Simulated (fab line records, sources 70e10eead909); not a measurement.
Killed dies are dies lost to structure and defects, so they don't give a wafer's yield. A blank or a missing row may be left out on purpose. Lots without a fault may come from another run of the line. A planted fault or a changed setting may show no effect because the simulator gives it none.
Tool commonality check | flow nand_harc | 14 lots, 48 wafers sampled

WHY IT WAS OPENED
At NHARC_A_ONON_D1_THK_MEAS_11 the reading thk_nm is flagged on 2 of 14 lots. Wafers without a fault read 1001 nm, standard deviation 11.
Rule: a lot is flagged when every wafer of it that has a number lies more than 4 standard deviations from that mean, or none has a number. The other lots count as sound.

lot  | measured     | on            | thk_nm (nm), wafer by wafer   | flag
L886 | day 8 13:30  | film_metro-01 | 993 993 994                   |
L887 | day 9 00:10  | film_metro-01 | 1009 1011 1008                |
L888 | day 9 11:22  | film_metro-02 | 1011 1012 1012                |
L892 | day 10 21:45 | film_metro-01 | 1444 1445 1446 1443 1445 1444 | FLAGGED
L894 | day 11 21:46 | film_metro-02 | 1434 1435 1434 1435 1434 1435 | FLAGGED
L899 | day 14 02:24 | film_metro-02 | 999 997 1000                  |
L900 | day 14 09:59 | film_metro-02 | 1002 1002 1005                |
L901 | day 15 05:31 | film_metro-01 | 991 992 991                   |
L903 | day 15 12:52 | film_metro-02 | 1023 1021 1021                |
L904 | day 15 20:58 | film_metro-02 | 989 988 986                   |
L905 | day 16 17:51 | film_metro-01 | 1008 1008 1009                |
L906 | day 16 18:04 | film_metro-01 | 999 1000 1001                 |
L907 | day 16 18:13 | film_metro-01 | 976 977 976                   |
L908 | day 17 09:34 | film_metro-02 | 1010 1009 1010                |
The numbers of the flagged lots are 1440 nm on average: +438 nm against the usual, or +40 standard deviations.

WHICH TOOL RAN EACH LOT
The record holds 2 process steps before the reading, out of a route of 1302 steps. In each cell: the tool, then ch and the chambers that the sampled wafers went through, then the start.
lot  | flag    | NHARC_A_ZERO_WELL_DESCUM_12        | NHARC_A_ONON_D1_DEP_09
L886 |         | rie_diel-13 ch 1,2, day 7 10:17    | pecvd_onon-03 ch 0, day 8 13:04
L887 |         | rie_diel-04 ch 0,1,2, day 7 23:29  | pecvd_onon-03 ch 0, day 8 23:43
L888 |         | rie_diel-13 ch 1,2,3, day 8 07:00  | pecvd_onon-01 ch 0, day 9 10:55
L892 | FLAGGED | rie_diel-13 ch 1,2,3, day 9 22:09  | pecvd_onon-01 ch 0, day 10 21:18
L894 | FLAGGED | rie_diel-13 ch 0,2, day 10 21:17   | pecvd_onon-01 ch 0, day 11 21:19
L899 |         | rie_diel-13 ch 0,1,3, day 13 02:56 | pecvd_onon-02 ch 0, day 14 01:52
L900 |         | rie_diel-04 ch 0,2, day 13 08:55   | pecvd_onon-03 ch 0, day 14 09:28
L901 |         | rie_diel-13 ch 0,1,2, day 14 05:41 | pecvd_onon-01 ch 0, day 15 05:04
L903 |         | rie_diel-13 ch 0,1,3, day 14 12:47 | pecvd_onon-02 ch 0, day 15 12:31
L904 |         | rie_diel-13 ch 1,2,3, day 14 20:43 | pecvd_onon-01 ch 0, day 15 20:31
L905 |         | rie_diel-13 ch 0,1,3, day 15 18:37 | pecvd_onon-01 ch 0, day 16 17:20
L906 |         | rie_diel-13 ch 0,1, day 15 18:21   | pecvd_onon-03 ch 0, day 16 17:40
L907 |         | rie_diel-02 ch 0,2,3, day 15 20:17 | pecvd_onon-01 ch 0, day 16 17:46
L908 |         | rie_diel-04 ch 0,3, day 16 08:58   | pecvd_onon-01 ch 0, day 17 09:03
What these steps do:
- NHARC_A_ZERO_WELL_DESCUM_12: chemistry O2, time 3 s.
- NHARC_A_ONON_D1_DEP_09: target thk 1000 nm.
- NHARC_A_ONON_D1_THK_MEAS_11: measures by ellipsometry.

FLAGGED OVER TOTAL, TOOL BY TOOL (the gauges that took the reading come last)
step                        | tool          | lots run | flagged | share of the flagged lots | sound lots run after its first flagged lot
NHARC_A_ZERO_WELL_DESCUM_12 | rie_diel-02   | 1        | 0       | none                      | -
NHARC_A_ZERO_WELL_DESCUM_12 | rie_diel-04   | 3        | 0       | none                      | -
NHARC_A_ZERO_WELL_DESCUM_12 | rie_diel-13   | 10       | 2       | all                       | 6 (L899,L901,L903,L904,L906,L905)
NHARC_A_ONON_D1_DEP_09      | pecvd_onon-01 | 8        | 2       | all                       | 5 (L901,L904,L905,L907,L908)
NHARC_A_ONON_D1_DEP_09      | pecvd_onon-02 | 2        | 0       | none                      | -
NHARC_A_ONON_D1_DEP_09      | pecvd_onon-03 | 4        | 0       | none                      | -
NHARC_A_ONON_D1_THK_MEAS_11 | film_metro-01 | 7        | 1       | some                      | 4 (L901,L905,L906,L907)
NHARC_A_ONON_D1_THK_MEAS_11 | film_metro-02 | 7        | 1       | some                      | 5 (L899,L900,L903,L904,L908)

WHAT THE TABLE ALLOWS
2 rows of the table ran every flagged lot: rie_diel-13 at NHARC_A_ZERO_WELL_DESCUM_12, pecvd_onon-01 at NHARC_A_ONON_D1_DEP_09.
- rie_diel-13 at NHARC_A_ZERO_WELL_DESCUM_12: 2 of its 10 lots flagged. Sound lots ran on it after the first flagged one (L899, L901, L903, L904, L906, L905), which a lasting fault on the whole tool wouldn't allow.
- pecvd_onon-01 at NHARC_A_ONON_D1_DEP_09: 2 of its 8 lots flagged. Sound lots ran on it after the first flagged one (L901, L904, L905, L907, L908), which a lasting fault on the whole tool wouldn't allow.
No row of the table ran every flagged lot and no sound lot after the first.

WHAT THE SIMULATOR HAD PUT IN
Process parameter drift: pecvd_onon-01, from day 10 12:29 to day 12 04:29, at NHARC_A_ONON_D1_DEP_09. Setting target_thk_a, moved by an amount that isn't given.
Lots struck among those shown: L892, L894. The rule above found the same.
